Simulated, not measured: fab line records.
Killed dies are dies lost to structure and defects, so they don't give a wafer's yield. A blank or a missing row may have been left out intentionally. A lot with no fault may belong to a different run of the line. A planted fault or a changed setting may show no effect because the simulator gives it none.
Comparing a struck lot with a sound one ; flow n5-finfet ; 41 steps out of a route of 1938
Sound: wafers L698.1, L698.2, L698.3. Wafers L688.2, L688.3, L688.6 were the ones struck. Last of all comes the cause.
Each step with rows lists, per side, the tool, then ch with its chambers, then its first start. Under that, the readings that differ: sound wafers ; struck wafers ; difference of the means ; sigmas: that difference in standard deviations of wafers without a fault.
alike: words and numbers the same on both sides, and readings whose means are apart by under 2 such deviations; not compared: readings that were withheld, readings missing a value for some wafer, numbers with overlapping values and no deviation given by the record, and bounds like >300 which may hide the same value.
A row with sigmas, a row that says differs or no value, or rows on one side alone: a step with any of these is where the two part. When numbers do not overlap yet have no deviation, they are printed without sigmas and do not part them. A reading missing from all wafers of one side parts the sides only when that side holds two or more wafers.

first, 11 steps without rows for these wafers: N5_BEOL_M0_SAQP_STRIP_113 (strips in CHF3/O2); N5_BEOL_M0_SAQP_MANDREL_ETCH_20 (etches a-Si in HBr/Cl2, stops on SiNx, target depth 60 nm, bt time 10 s, time 30 s); N5_BEOL_M0_SAQP_STRIP_86 (strips in N2/H2); N5_BEOL_M0_SAQP_STRIP_115 (strips in post etch residue remover, time 60 s); N5_BEOL_M0_SAQP_SRD_93 (time 30 s); N5_BEOL_M0_SAQP_RECESS_114 (chemistry HF/NH3, target SiO2, target depth 14.4 nm, afs cycles 3, sublimation time 60 s); N5_BEOL_M0_SAQP_SPACER1_ALD_98 (deposits SiO2, target thk 12.8 nm, pulse time 1 s, purge time 2 s); N5_BEOL_M0_SAQP_SPACER1_ETCHBACK_99 (etches SiO2 in CHF3/O2, target depth 15.4 nm, time 7.7 s); N5_BEOL_M0_SAQP_MANDREL1_REMOVE_100 (chemistry HBr/Cl2/O2, target a-Si, stops on SiNx, bt time 10 s); N5_BEOL_M0_SAQP_ETCH_101 (etches SiNx in CH3F/O2, target depth 29.9 nm, time 42.7 s); N5_BEOL_M0_SAQP_ETCH_102 (etches SiO2 in CF4, target depth 4 nm, time 4.4 s).
N5_BEOL_M0_SAQP_MANDREL_ETCH_103: etches a-Si in HBr/Cl2, stops on SiCN, target depth 45 nm, bt time 10 s, time 27 s.
  sound on rie-si-05 ch 0,2,3, day 11 12:46; struck on rie-si-02 ch 1,2, day 8 22:08
reading;sound;struck;difference;sigmas
oes-product-au (a.u.);0.678 0.661 0.664;0.579 0.573 0.583;-0.089;-8
over-etch-frac;0.8 0.8 0.8;1.3531 1.3531 1.3531;+0.5531;
model.SiCN_of_BEOL_M0_SAQP_PECVD_03.thk-nm (nm);8.6 8.8 8.8;7 7.2 7.2;-2;
  alike: bias-w, drypump-motor-current-A, throttle-valve-pct
  not compared: rf-hours-counter-h
then, 5 steps without rows for these wafers: N5_BEOL_M0_SAQP_RECESS_104 (chemistry HF/NH3, target SiO2, target depth 18 nm, afs cycles 3, sublimation time 60 s); N5_BEOL_M0_SAQP_COAT_105 (time 60 s, resist thk 100 nm); N5_BEOL_M0_SAQP_ETCH_106 (etches SOC in N2/H2, stops on SiNx, target depth 150 nm); N5_BEOL_M0_SAQP_ETCH_107 (etches SiNx in CH3F/O2, target depth 30 nm); N5_BEOL_M0_SAQP_STRIP_108 (strips in N2/H2).
N5_BEOL_M0_SAQP_RECESS_109: chemistry HF/NH3, target SiO2, target depth 3 nm, afs cycles 1, sublimation time 60 s.
  sound on vapor-etch-02 ch 0,1, day 11 14:55; struck on vapor-etch-01 ch 0,1, day 8 22:52
reading;sound;struck;difference;sigmas
drypump-motor-current-A (A);6.0 6.3 6.2;5.1 5.6 5.1;-0.9;-2
model.SiCN_of_BEOL_M0_SAQP_PECVD_03.thk-nm (nm);8.2 8.4 8.4;6.6 6.8 6.8;-1.6;
then, 19 steps without rows for these wafers: N5_BEOL_M0_SAQP_SPACER2_ALD_26 (deposits SiO2, target thk 15 nm, pulse time 1 s, purge time 2 s); N5_BEOL_M0_SAQP_SPACER2_ETCHBACK_27 (etches SiO2 in CHF3/O2, target depth 22.5 nm, time 11.25 s); N5_BEOL_M0_SAQP_MANDREL2_REMOVE_110 (chemistry HBr/Cl2/O2, target a-Si, stops on SiCN, bt time 10 s); N5_BEOL_M0_SAQP_COAT_69 (time 60 s, resist thk 90 nm); N5_BEOL_M0_SAQP_COAT_72 (time 60 s, resist thk 15 nm); N5_BEOL_M0_SAQP_COAT_87 (time 60 s, resist thk 5 nm); N5_BEOL_M0_SAQP_COAT_34 (resist thk 30 nm); N5_BEOL_M0_SAQP_EBR_36; N5_BEOL_M0_SAQP_SOFTBAKE_35 (time 60 s); N5_BEOL_M0_SAQP_EXPOSE_37 (exposes mask M0 CUT1, target cd 30 nm); N5_BEOL_M0_SAQP_PEB_38 (peb time 60 s); N5_BEOL_M0_SAQP_DEVELOP_39 (develop time 30 s); N5_BEOL_M0_SAQP_DESCUM_45 (chemistry O2, time 7 s); N5_BEOL_M0_SAQP_ETCH_88 (etches underlayer in N2/H2, target depth 6.5 nm, time 5.2 s); N5_BEOL_M0_SAQP_ETCH_73 (etches SiARC in CF4, target depth 19.5 nm, time 32.5 s); N5_BEOL_M0_SAQP_CUT_ETCH_46 (etches SOC in N2/H2, target depth 135 nm, overetch 27 nm, time 202.5 s); N5_BEOL_M0_SAQP_STRIP_74 (strips in N2/H2); N5_BEOL_M0_SAQP_STRIP_89 (strips in N2/H2); N5_BEOL_M0_SAQP_ALD_48 (deposits SiO2, target thk 20 nm, pulse time 1 s, co reactant pulse time 1 s).
N5_BEOL_M0_ETCH_138: etches SiCN in CH3F/O2, target depth 12 nm, time 31.6 s.
  sound on rie-diel-02 ch 0,1,2, day 11 18:06; struck on rie-diel-01 ch 0,2,3, day 9 02:52
reading;sound;struck;difference;sigmas
etch-rf-on-time-s (s);28.1 28.5 28.3;23.5 23.1 23.8;-4.8;-6
model.etch.depth-nm (nm);8.23 8.386 8.38;6.682 6.852 6.868;-1.531;
model.SiO2_of_BEOL_M0_SAQP_SPACER2_ALD_26.thk-nm (nm);5.2 5.2 5;5.8 5.4 5.6;+0.5;
  alike: bias-w, drypump-motor-current-A, oes-product-au, rf-vpp-V, showerhead-plenum-p-Torr, throttle-valve-pct
  not compared: rf-hours-counter-h
N5_BEOL_M0_HM_OPEN_105: chemistry Cl2/BCl3, target TiN, target depth 12 nm.
  sound on rie-metal-02 ch 0,1, day 11 19:34; struck on rie-metal-01 ch 0,1, day 9 07:02
reading;sound;struck;difference;sigmas
model.SiO2_of_BEOL_M0_SAQP_SPACER2_ALD_26.thk-nm (nm);2.8 2.8 2.6;3.4 3 3.2;+0.5;
  alike: bias-w, drypump-motor-current-A, oes-product-au, throttle-valve-pct
  not compared: rf-hours-counter-h
N5_BEOL_M0_ETCH_128: etches SiCN in CF4/N2, target depth 12 nm, overetch 5.1 nm, time 21.4 s.
  sound on rie-diel-05 ch 0,1,3, day 11 20:08; struck on rie-diel-01 ch 0,1,3, day 9 07:33
reading;sound;struck;difference;sigmas
model.etch.depth-nm (nm);8.23 8.386 8.38;12 12 12;+4;
  alike: bias-w, drypump-motor-current-A, oes-product-au, rf-vpp-V, showerhead-plenum-p-Torr, throttle-valve-pct
  not compared: rf-hours-counter-h
-- a jump in the record: the struck wafers' starts before and after are 3 days apart (it breaks off in module BEOL_M0 and resumes in module BEOL_M4, where the first step shown is number 1111 of the route) --
N5_BEOL_M4_RC_MEAS_101:
  sound on prober-01 ch 0, day 14 00:56; struck on prober-01 ch 0, day 12 00:03
  alike: DIBL_N, DIBL_P, IOFF_N, IOFF_P, ION_N, ION_P, SS_N, SS_P, VT_N, VT_P

== WHERE THEY PART ==
Last at N5_BEOL_M0_ETCH_138 as far as this record goes, first at N5_BEOL_M0_SAQP_MANDREL_ETCH_103. Later steps at which nothing parts them and some readings are alike: N5_BEOL_M0_HM_OPEN_105, N5_BEOL_M0_ETCH_128, N5_BEOL_M4_RC_MEAS_101.

WHY: what had been put in by the simulator
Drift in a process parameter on rie-si-02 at N5_BEOL_M0_SAQP_MANDREL_ETCH_103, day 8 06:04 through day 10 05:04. From 0.8, the setting over-etch-frac moved by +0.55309. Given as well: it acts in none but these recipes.
